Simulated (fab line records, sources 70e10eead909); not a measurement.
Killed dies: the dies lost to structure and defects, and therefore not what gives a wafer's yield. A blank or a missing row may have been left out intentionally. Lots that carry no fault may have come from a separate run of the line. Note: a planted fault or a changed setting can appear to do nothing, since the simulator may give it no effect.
fab line records	flow nand_harc	part 1 of 2: steps 1 to 25 of 35
[record] lots = 5	wafers = 15	last_day = 26
route steps=1159 shown A_BLC@974 A_M0@994
lots that met no fault: from a run of the same line without faults
start_h: start of the lot's first displayed wafer, in hours after the record's first day	wait_h: hours elapsed since this lot's preceding step	" repeats the value in the row above	L1.1+2: a single row standing in for several wafers	- no value, or no start was given	* or withheld: withheld	< > ~ a bound
route shown NAME@n: names a module that has steps shown in the file, with the first one's number in the route	usual: average and standard deviation across the fault-free wafers	same: alike in all rows	chamber/n: place in a boat	sites: each site's reading	_std_site: how widely they spread, as a standard deviation	_edge_site: inner sites' mean taken away from outer sites' mean	radius_mm: how far each site lies from the wafer's centre	mask NAME#n: copy n	behind: tool/chamber where the wafer was last shaped	hold: what put the lot on hold/how long, in hours/how the hold closed	device: whichever transistor did not switch (one of n, p or np)	end of line: at the end of the route, the tests of the same wafers	for a step that has no rows: nothing shown but its recipe	killed: count of dies lost to structure and defects at first sort (not the wafer's yield)	map: the dies of a wafer, with x for killed, . for not killed, _ for no die there
set.NAME: the run value of the setting; set.NAME@STEP: its run value at that earlier step	model.NAME: the simulator's own value behind a step, which no gauge read
lots at selected steps of the route; one table per step, one row per wafer
services: from which hour (start_h, from the record's first day; less than 0 if before it) a tool's chamber was out of use, for how many hours, and why
[[steps]]
[step NHARC_A_BLC_CD_MEAS_10]
[recipe] target_cd_nm = 100	landing_energy_ev = 500
[usual] cd_nm = 100.1/0.74
lot.wafer	tool	chamber	start_h	wait_h	cd_nm
L076.2	cd_sem-02	0	395.28	-	100.4
L076.4	"	0	"	"	100.8
L076.5	"	0	"	"	100.2
L075.1	cd_sem-03	0	401.53	-	100.5
L075.2	"	0	"	"	99.6
L075.6	"	0	"	"	101.1
L083.2	cd_sem-02	0	449.49	-	99.7
L083.4	"	0	"	"	99.4
L083.6	"	0	"	"	99.9
L086.1	cd_sem-03	0	469.48	-	99.6
L086.5	"	0	"	"	100.0
L086.6	"	0	"	"	100.2
L096.1	cd_sem-03	0	539.41	-	99.9
L096.2	"	0	"	"	101.5
L096.4	"	0	"	"	99.7
[step NHARC_A_BLC_OVL_MEAS_11]
[usual] overlay_x_nm = -0.1/0.91	overlay_y_nm = 0.0/0.68
lot.wafer	tool	chamber	start_h	wait_h	overlay_x_nm	overlay_y_nm
L076.2	overlay-02	-	395.36	-	-0.1	1.4
L076.4	"	-	"	"	0.4	0.6
L076.5	"	-	"	"	0.5	0.6
L075.1	overlay-01	-	401.62	-	-0.2	0.2
L075.2	"	-	"	"	-0.1	-0.6
L075.6	"	-	"	"	0.0	0.0
L083.2	overlay-02	-	449.58	-	0.5	-0.3
L083.4	"	-	"	"	0.5	0.0
L083.6	"	-	"	"	1.2	0.2
L086.1	overlay-02	-	469.56	-	-0.9	-0.9
L086.5	"	-	"	"	-1.0	-0.5
L086.6	"	-	"	"	-1.1	-0.4
L096.1	overlay-02	-	539.50	-	0.4	0.2
L096.2	"	-	"	"	0.5	0.1
L096.4	"	-	"	"	0.8	0.5
[step NHARC_A_BLC_INSPECT_12]
[usual] raw_defect_count = 30/15
lot.wafer	tool	chamber	start_h	wait_h	raw_defect_count
L076.2	defect_inspect-01	-	395.40	0.0	9
L076.4	"	-	"	"	5
L076.5	"	-	"	"	11
L075.1	defect_inspect-01	-	401.66	0.0	31
L075.2	"	-	"	"	31
L075.6	"	-	"	"	41
L083.2	defect_inspect-01	-	449.61	0.0	26
L083.4	"	-	"	"	31
L083.6	"	-	"	"	29
L086.1	defect_inspect-01	-	469.60	0.0	17
L086.5	"	-	"	"	12
L086.6	"	-	"	"	21
L096.1	defect_inspect-01	-	539.53	0.0	16
L096.2	"	-	"	"	25
L096.4	"	-	"	"	14
[step NHARC_A_BLC_DESCUM_15]
[recipe] time_s = 3	o2_flow_sccm = 200	ar_flow_sccm = 0	bias_power_w = 0	chemistry = O2
[usual] drypump_motor_current_A = 5.6/0.52	oes_product_au = 1.002/0.012	rf_vpp_V = 57.9/0.8	showerhead_plenum_p_Torr = 1.92/0.073	throttle_valve_pct = 11.312/0.0083
lot.wafer	tool	chamber	start_h	wait_h	drypump_motor_current_A	oes_product_au	rf_hours_counter_h	rf_vpp_V	showerhead_plenum_p_Torr	throttle_valve_pct
L076.4	rie_diel-04	2	395.46	0.1	5.3	1.005	9	58.5	2.01	11.299
L076.2	"	3	"	"	6.5	0.987	9	58.8	1.95	11.313
L076.5	"	2	"	"	5.3	1.007	-	57.6	2.01	11.309
L075.2	rie_diel-04	1	401.72	0.1	5.0	1.021	10	56.4	1.87	11.327
L075.1	"	3	"	"	6.5	0.991	10	57.8	1.95	11.307
L075.6	"	1	"	"	5.0	1.025	-	56.9	1.87	11.304
L083.4	rie_diel-12	0	449.67	0.1	5.7	1.006	24	57.5	1.88	11.317
L083.2	"	1	"	"	5.9	1.003	28	58.8	1.95	11.301
L083.6	"	0	"	"	5.7	1.002	-	58.9	1.88	11.317
L086.1	rie_diel-01	1	469.69	0.1	5.2	0.992	17	57.7	1.83	11.304
L086.6	"	2	"	"	5.8	0.995	-	58.7	2.04	11.322
L086.5	"	3	"	"	5.8	0.999	-	57.1	1.84	11.314
L096.2	rie_diel-04	2	539.60	0.1	5.3	1.021	6	60.4	2.01	11.302
L096.4	"	3	"	"	6.5	0.994	6	59.5	1.95	11.321
L096.1	"	0	"	"	5.3	0.996	5	58.0	1.82	11.317
[step NHARC_A_BLC_ETCH_16]
[recipe] target_depth_a = 390	over_etch_frac = 0.3	time_s = 65	ion_energy_ev = 80	cf4_flow_sccm = 150	ar_flow_sccm = 0	rf_w = 300	bias_w = 100	chemistry = CF4
[usual] drypump_motor_current_A = 5.6/0.51	oes_product_au = 1.002/0.014	rf_vpp_V = 151.2/1.1	showerhead_plenum_p_Torr = 1.77/0.063	throttle_valve_pct = 13.284/0.0096
[same] over_etch_frac = 0.3
lot.wafer	tool	chamber	start_h	wait_h	drypump_motor_current_A	oes_product_au	rf_hours_counter_h	rf_vpp_V	showerhead_plenum_p_Torr	throttle_valve_pct
L076.4	rie_diel-04	1	396.02	0.5	5.0	1.028	9	151.2	1.74	13.295
L076.2	"	2	"	"	5.3	1.000	9	152.5	1.85	13.275
L076.5	"	1	"	"	5.0	1.026	-	150.3	1.74	13.288
L075.2	rie_diel-04	0	401.80	0.1	5.3	0.982	10	150.4	1.69	13.268
L075.1	"	1	"	"	5.0	1.021	10	151.9	1.74	13.292
L075.6	"	1	"	"	5.0	1.018	-	150.4	1.74	13.287
L083.4	rie_diel-12	2	449.76	0.1	6.2	1.016	18	152.9	1.84	13.279
L083.2	"	3	"	"	5.9	1.010	25	151.9	1.80	13.281
L083.6	"	2	"	"	6.2	1.017	-	151.7	1.84	13.290
L086.1	rie_diel-01	1	469.77	0.1	5.2	0.985	17	150.1	1.69	13.289
L086.6	"	2	"	"	5.7	0.984	-	151.6	1.88	13.281
L086.5	"	3	"	"	5.8	0.998	-	150.7	1.71	13.283
L096.1	rie_diel-04	1	539.69	0.1	5.0	0.997	5	149.0	1.73	13.298
L096.4	"	2	"	"	5.3	1.007	6	152.7	1.85	13.278
L096.2	"	3	"	"	6.5	0.985	6	151.3	1.80	13.281
[step NHARC_A_BLC_ETCH_17]
[recipe] target_depth_a = 3900	over_etch_frac = 0.25	time_s = 609.38	ion_energy_ev = 200	n2_flow_sccm = 150	h2_flow_sccm = 150	ar_flow_sccm = 0	rf_w = 400	bias_w = 150	chemistry = N2/H2
[usual] drypump_motor_current_A = 5.6/0.51	h2_flow_sccm = 150.0/0.47	oes_product_au = 1.001/0.012	rf_vpp_V = 430.8/2.4	showerhead_plenum_p_Torr = 2.04/0.081	throttle_valve_pct = 14.172/0.0097
[same] over_etch_frac = 0.25
lot.wafer	tool	chamber	start_h	wait_h	drypump_motor_current_A	h2_flow_sccm	oes_product_au	rf_hours_counter_h	rf_vpp_V	showerhead_plenum_p_Torr	throttle_valve_pct
L076.2	rie_diel-04	2	-	-	5.3	150.1	1.005	9	434.8	2.15	14.170
L076.4	"	1	"	"	5.0	150.4	1.024	9	429.3	2.00	14.181
L076.5	"	2	"	"	5.3	149.9	1.013	-	433.9	2.15	14.176
L075.1	rie_diel-04	0	-	-	5.3	149.7	0.999	10	427.6	1.95	14.176
L075.2	"	1	"	"	5.0	150.8	1.016	10	429.4	2.00	14.164
L075.6	"	3	"	"	6.5	150.3	0.993	-	431.3	2.08	14.174
L083.2	rie_diel-12	3	-	-	6.0	150.2	1.022	25	431.5	2.08	14.165
L083.4	"	1	"	"	5.9	150.3	1.014	29	432.7	2.08	14.170
L083.6	"	3	"	"	6.0	148.9	1.008	-	432.3	2.08	14.166
L086.1	rie_diel-01	3	-	-	5.8	150.2	0.994	18	429.5	1.96	14.182
L086.6	"	2	"	"	5.6	149.4	0.987	-	434.3	2.18	14.164
L086.5	"	3	"	"	5.8	150.0	1.005	-	428.1	1.96	14.171
L096.4	rie_diel-04	3	-	-	6.5	150.2	0.980	6	431.9	2.08	14.163
L096.1	"	0	"	"	5.3	150.0	0.995	6	429.0	1.94	14.170
L096.2	"	2	"	"	5.3	150.2	1.005	6	433.2	2.14	14.179
[step NHARC_A_BLC_ETCH_18]
[recipe] target_depth_a = 9100	c4f8_flow_sccm = 20	o2_flow_sccm = 10	ar_flow_sccm = withheld	rf_w = 600	bias_w = 1500	chemistry = C4F8/O2/Ar
[usual] oes_product_au = 0.952/0.023	rf_vpp_V = 978/5.1
lot.wafer	tool	chamber	start_h	wait_h	oes_product_au	rf_hours_counter_h	rf_vpp_V
L076.4	rie_diel-04	1	-	-	0.945	9	975
L076.2	"	0	"	"	0.912	10	972
L076.5	"	2	"	"	0.935	-	984
L075.1	rie_diel-04	2	-	-	0.937	10	984
L075.2	"	0	"	"	0.921	11	971
L075.6	"	2	"	"	0.931	-	985
L083.4	rie_diel-12	0	-	-	0.969	25	975
L083.2	"	1	"	"	0.976	29	981
L083.6	"	3	"	"	1.007	-	982
L086.1	rie_diel-01	0	-	-	0.962	17	978
L086.5	"	3	"	"	0.953	-	973
L086.6	"	0	"	"	0.972	-	978
L096.2	rie_diel-04	1	-	-	0.969	6	976
L096.1	"	2	"	"	0.976	6	985
L096.4	"	0	"	"	0.967	6	972
[step NHARC_A_BLC_CD_MEAS_19]
[usual] cd_nm = 100.9/2.7
lot.wafer	tool	chamber	start_h	wait_h	cd_nm
L076.2	cd_sem-02	-	396.90	-	103.8
L076.4	"	-	"	"	104.0
L076.5	"	-	"	"	102.7
L075.1	cd_sem-01	-	402.68	-	106.7
L075.2	"	-	"	"	99.8
L075.6	"	-	"	"	103.3
L083.2	cd_sem-01	-	450.64	-	98.2
L083.4	"	-	"	"	96.7
L083.6	"	-	"	"	102.4
L086.1	cd_sem-03	-	470.63	-	103.0
L086.5	"	-	"	"	98.5
L086.6	"	-	"	"	98.6
L096.1	cd_sem-02	-	540.56	-	100.9
L096.2	"	-	"	"	102.4
L096.4	"	-	"	"	103.4
[step NHARC_A_BLC_STRIP_29]
[recipe] cf4_flow_sccm = 150	ar_flow_sccm = 0	bias_w = 0	chemistry = CF4
[usual] drypump_motor_current_A = 5.7/0.5	oes_product_au = 1.001/0.012	rf_vpp_V = 59.4/0.98	showerhead_plenum_p_Torr = 1.77/0.061	throttle_valve_pct = 13.284/0.0087
lot.wafer	tool	chamber	start_h	wait_h	drypump_motor_current_A	oes_product_au	rf_hours_counter_h	rf_vpp_V	showerhead_plenum_p_Torr	throttle_valve_pct
L076.4	rie_diel-12	1	396.97	0.1	5.9	1.008	4	59.5	1.81	13.275
L076.2	"	2	"	"	6.2	1.000	4	60.2	1.85	13.285
L076.5	"	1	"	"	5.9	1.016	-	60.1	1.81	13.293
L075.2	rie_diel-12	1	402.77	0.1	5.9	1.019	7	60.5	1.81	13.289
L075.1	"	2	"	"	6.2	1.012	6	60.1	1.85	13.284
L075.6	"	0	"	"	5.7	1.020	-	60.0	1.74	13.291
L083.4	rie_diel-12	1	450.72	0.1	5.9	1.009	29	58.5	1.80	13.287
L083.2	"	3	"	"	6.0	1.020	26	59.5	1.80	13.292
L083.6	"	1	"	"	5.9	1.008	-	58.9	1.80	13.265
L086.1	rie_diel-12	2	470.73	0.1	6.2	1.021	28	60.0	1.84	13.298
L086.6	"	0	"	"	5.7	1.016	-	60.5	1.74	13.279
L086.5	"	1	"	"	5.9	1.019	-	59.6	1.80	13.300
L096.2	rie_diel-12	2	540.63	0.1	6.2	1.008	51	61.0	1.83	13.286
L096.4	"	3	"	"	6.0	1.022	55	59.3	1.79	13.270
L096.1	"	0	"	"	5.7	1.007	58	59.1	1.73	13.293
[step NHARC_A_BLC_STRIP_21]
[recipe] o2_flow_sccm = 500	ar_flow_sccm = 0	bias_w = 0	chemistry = O2
[usual] drypump_motor_current_A = 5.6/0.49	oes_product_au = 1.003/0.012	rf_vpp_V = 57.8/0.86	showerhead_plenum_p_Torr = 3.53/0.12	throttle_valve_pct = 17.037/0.0086
lot.wafer	tool	chamber	start_h	wait_h	drypump_motor_current_A	oes_product_au	rf_hours_counter_h	rf_vpp_V	showerhead_plenum_p_Torr	throttle_valve_pct
L076.4	rie_diel-12	0	397.08	0.1	5.7	1.012	3	59.0	3.48	17.035
L076.2	"	1	"	"	5.9	1.015	4	57.9	3.61	17.019
L076.5	"	0	"	"	5.7	1.004	-	56.8	3.48	17.036
L075.1	rie_diel-12	3	402.87	0.1	6.0	1.018	6	58.2	3.60	17.038
L075.2	"	1	"	"	5.9	1.008	7	60.0	3.61	17.038
L075.6	"	2	"	"	6.2	1.020	-	58.2	3.68	17.037
L083.4	rie_diel-12	0	450.82	0.1	5.7	1.006	25	57.1	3.47	17.047
L083.2	"	1	"	"	6.0	1.019	29	58.5	3.60	17.023
L083.6	"	0	"	"	5.7	1.020	-	57.7	3.47	17.046
L086.1	rie_diel-12	1	470.83	0.1	5.9	1.010	37	57.2	3.59	17.023
L086.5	"	3	"	"	6.0	1.018	-	57.9	3.58	17.041
L086.6	"	0	"	"	5.7	1.014	-	58.1	3.46	17.050
L096.2	rie_diel-12	0	540.74	0.1	5.7	1.008	58	57.1	3.45	17.034
L096.1	"	2	"	"	6.2	1.010	51	58.1	3.66	17.053
L096.4	"	3	"	"	6.0	1.020	55	57.8	3.57	17.047
[step NHARC_A_BLC_STRIP_22]
[recipe] time_s = 600	temp_c = 30	chemistry = post_etch_residue_remover
lot.wafer	tool	chamber	start_h	wait_h
L076.4+2+5	wet_bench-02	7,1,2	397.23	-
L075.1+6+2	wet_bench-03	5,7,2	403.03	-
L083.6+4+2	wet_bench-03	6,1,2	450.97	-
L086.6+5+1	wet_bench-02	2,5,6	470.97	-
L096.2+4+1	wet_bench-03	5,6,7	540.90	-
[step NHARC_A_BLC_DEGAS_30]
[recipe] temp_c = 300	time_s = 60
[usual] heater_power_w = 457/38
lot.wafer	tool	chamber	start_h	wait_h	heater_power_w
L076.2	pvd_sputter-03	-	397.51	-	469
L076.4	"	-	"	"	447
L076.5	"	-	"	"	432
L075.2	pvd_sputter-02	-	403.30	-	470
L075.1	"	-	"	"	458
L075.6	"	-	"	"	476
L083.4	pvd_sputter-02	-	451.24	-	451
L083.2	"	-	"	"	460
L083.6	"	-	"	"	456
L086.1	pvd_sputter-02	-	471.25	-	487
L086.6	"	-	"	"	440
L086.5	"	-	"	"	471
L096.4	pvd_sputter-01	-	541.15	-	405
L096.2	"	-	"	"	426
L096.1	"	-	"	"	472
[step NHARC_A_BLC_PRE_CLEAN_31]
[recipe] time_s = 15	bias_v = 250	gas = Ar
lot.wafer	tool	chamber	start_h	wait_h
L076.4+2+5	pvd_sputter-03	-	-	-
L075.1+2+6	pvd_sputter-02	-	-	-
L083.4+2+6	pvd_sputter-02	-	-	-
L086.1+6+5	pvd_sputter-02	-	-	-
L096.1+4+2	pvd_sputter-01	-	-	-
[step NHARC_A_BLC_PVD_32]
[recipe] target_thk_a = 50	chamber_pressure_pa = 5	power_w = 5000	substrate_temp_c = 200	time_s = 17.7	material = Ti
[usual] throttle_valve_pct = 30.4/1
lot.wafer	tool	chamber	start_h	wait_h	throttle_valve_pct
L076.2	pvd_sputter-03	-	-	-	31.6
L076.4	"	-	"	"	30.0
L076.5	"	-	"	"	29.9
L075.2	pvd_sputter-02	-	-	-	29.9
L075.1	"	-	"	"	29.1
L075.6	"	-	"	"	29.8
L083.4	pvd_sputter-02	-	-	-	31.1
L083.2	"	-	"	"	30.1
L083.6	"	-	"	"	30.8
L086.1	pvd_sputter-02	-	-	-	31.0
L086.6	"	-	"	"	29.2
L086.5	"	-	"	"	31.1
L096.1	pvd_sputter-01	-	-	-	30.9
L096.4	"	-	"	"	29.2
L096.2	"	-	"	"	31.2
[step NHARC_A_BLC_ALD_23]
[recipe] target_thk_a = 30	pulse_time_s = 1	ald_cycles = 150	temp_c = 450	material = TiN
[usual] heater_power_w = 1069/94	precursor_pulse_height_rel = 1.000/0.022
[same] ald_cycles = 150
lot.wafer	tool	chamber	start_h	wait_h	heater_power_w	precursor_pulse_height_rel
L076.4	ald_metal-03	3	397.74	-	1072	0.996
L076.2	"	0	"	"	1055	1.004
L076.5	"	3	"	"	1068	0.980
L075.2	ald_metal-03	3	403.56	-	1075	0.970
L075.1	"	0	"	"	1068	1.038
L075.6	"	2	"	"	1334	0.954
L083.4	ald_metal-01	2	451.52	-	956	0.975
L083.2	"	3	"	"	940	0.994
L083.6	"	1	"	"	1010	1.009
L086.1	ald_metal-01	1	471.48	-	1028	1.005
L086.5	"	1	"	"	1067	0.973
L086.6	"	2	"	"	922	1.009
L096.2	ald_metal-02	1	541.40	-	1035	1.004
L096.1	"	2	"	"	1145	0.991
L096.4	"	3	"	"	1149	0.988
[step NHARC_A_BLC_CVD_24]
[recipe] target_thk_a = 1500	temp_c = 300	pressure_torr = 40	wf6_flow_sccm = 40	h2_flow_sccm = 1600	ar_flow_sccm = 1560	time_s = 434	material = W
[usual] heater_power_w = 509/38	throttle_valve_pct = 8.4/0.39
lot.wafer	tool	chamber	start_h	wait_h	heater_power_w	throttle_valve_pct
L076.2	cvd_w-02	0	-	-	548	8.2
L076.4	"	0	"	"	553	8.0
L076.5	"	1	"	"	481	8.8
L075.1	cvd_w-02	1	-	-	476	8.8
L075.2	"	0	"	"	557	8.4
L075.6	"	0	"	"	542	8.1
L083.2	cvd_w-01	1	-	-	446	7.6
L083.4	"	1	"	"	450	7.9
L083.6	"	1	"	"	458	7.8
L086.1	cvd_w-01	1	-	-	451	7.8
L086.6	"	0	"	"	521	8.9
L086.5	"	1	"	"	435	7.5
L096.2	cvd_w-01	0	-	-	513	8.5
L096.1	"	1	"	"	464	7.9
L096.4	"	1	"	"	452	7.7
[step NHARC_A_BLC_CMP_25]
[recipe] t_overpolish_s = 30	target_thk_nm = 150
[usual] motor_current_A = 11.7/1	overpolish_run_s = 30.001/0.0085	time_to_endpoint_s = 33/3.4
lot.wafer	tool	chamber	start_h	wait_h	motor_current_A	overpolish_run_s	time_to_endpoint_s
L076.4	cmp-02	1	401.15	0.3	11.9	30.008	41
L076.2	"	2	"	"	10.3	30.003	34
L076.5	"	0	"	"	11.5	29.998	33
L075.2	cmp-04	3	404.27	0.4	10.9	30.012	34
L075.1	"	1	"	"	13.8	29.994	38
L075.6	"	3	"	"	10.3	30.002	32
L083.4	cmp-02	0	452.46	0.3	11.1	29.994	33
L083.2	"	3	"	"	11.0	29.998	30
L083.6	"	0	"	"	11.1	30.006	31
L086.1	cmp-02	3	474.26	0.4	10.8	30.019	31
L086.5	"	2	"	"	10.5	30.004	33
L086.6	"	3	"	"	11.0	29.996	32
L096.1	cmp-04	0	542.41	0.4	11.2	29.998	33
L096.2	"	2	"	"	13.5	30.012	31
L096.4	"	3	"	"	10.6	30.009	38
[step NHARC_A_BLC_SRD_27]
lot.wafer	tool	chamber	start_h	wait_h
L076.5+4+2	wet_bench-03	2,5,7	401.44	0.0
L075.2+1+6	wet_bench-04	2,4,7	404.59	0.0
L083.4+6+2	wet_bench-02	1,3,5	452.79	0.0
L086.1+5+6	wet_bench-03	3,6,7	474.55	0.0
L096.4+2+1	wet_bench-04	6,7,1	542.75	0.0
[step NHARC_A_BLC_INSPECT_28]
[usual] raw_defect_count = 444/140
lot.wafer	tool	chamber	start_h	wait_h	raw_defect_count
L076.2	defect_inspect-01	-	401.53	0.1	373
L076.4	"	-	"	"	266
L076.5	"	-	"	"	292
L075.1	defect_inspect-02	-	404.67	0.1	580
L075.2	"	-	"	"	321
L075.6	"	-	"	"	378
L083.2	defect_inspect-01	-	452.86	0.1	364
L083.4	"	-	"	"	372
L083.6	"	-	"	"	361
L086.1	defect_inspect-01	-	474.63	0.1	261
L086.5	"	-	"	"	262
L086.6	"	-	"	"	305
L096.1	defect_inspect-02	-	542.82	0.1	341
L096.2	"	-	"	"	276
L096.4	"	-	"	"	292
[step NHARC_A_M0_DEP_00]
[recipe] target_thk_a = 1500	target_thk_nm = 150	temp_c = withheld	pressure_torr = 5	flow_sccm = 200	rf_w = 600	material = SiOC
lot.wafer	tool	chamber	start_h	wait_h
L076.2+4+5	pecvd-01	1,0,0	401.66	0.1
L075.2+1+6	pecvd-03	2,0,0	404.78	0.1
L083.2+4+6	pecvd-03	2,2,1	452.93	0.1
L086.1+5+6	pecvd-01	1,2,0	474.80	0.2
L096.2+1+4	pecvd-01	1,2,2	542.89	0.1
[step NHARC_A_M0_DEHYDRATE_01]
[recipe] temp_c = 150	time_s = 120
lot.wafer	tool	chamber	start_h	wait_h
L076.2+4+5	litho_track-01	0	402.14	0.4
L075.1+2+6	litho_track-04	0	405.14	-
L083.2+4+6	litho_track-06	0	453.33	-
L086.1+5+6	litho_track-06	0	475.12	-
L096.1+2+4	litho_track-01	0	543.30	-
[step NHARC_A_M0_HMDS_02]
[recipe] time_s = 30
lot.wafer	tool	chamber	start_h	wait_h
L076.2+4+5	litho_track-01	0	-	-
L075.1+2+6	litho_track-04	0	-	-
L083.2+4+6	litho_track-06	0	-	-
L086.1+5+6	litho_track-06	0	-	-
L096.1+2+4	litho_track-01	0	-	-
[step NHARC_A_M0_COAT_33]
[recipe] temp_c = 200	time_s = 65
lot.wafer	tool	chamber	start_h	wait_h
L076.2+4+5	litho_track-01	0	-	-
L075.1+2+6	litho_track-04	0	-	-
L083.2+4+6	litho_track-06	0	-	-
L086.1+5+6	litho_track-06	0	-	-
L096.1+2+4	litho_track-01	0	-	-
[step NHARC_A_M0_COAT_03]
[recipe] spin_rpm = 1500	resist_thk_nm = 90
lot.wafer	tool	chamber	start_h	wait_h
L076.2+4+5	litho_track-01	0	-	-
L075.1+2+6	litho_track-04	0	-	-
L083.2+4+6	litho_track-06	0	-	-
L086.1+5+6	litho_track-06	0	-	-
L096.1+2+4	litho_track-01	0	-	-
[step NHARC_A_M0_SOFTBAKE_04]
[recipe] temp_c = 105	time_s = 55
lot.wafer	tool	chamber	start_h	wait_h
L076.2+4+5	litho_track-01	0	-	-
L075.1+2+6	litho_track-04	0	-	-
L083.2+4+6	litho_track-06	0	-	-
L086.1+5+6	litho_track-06	0	-	-
L096.1+2+4	litho_track-01	0	-	-
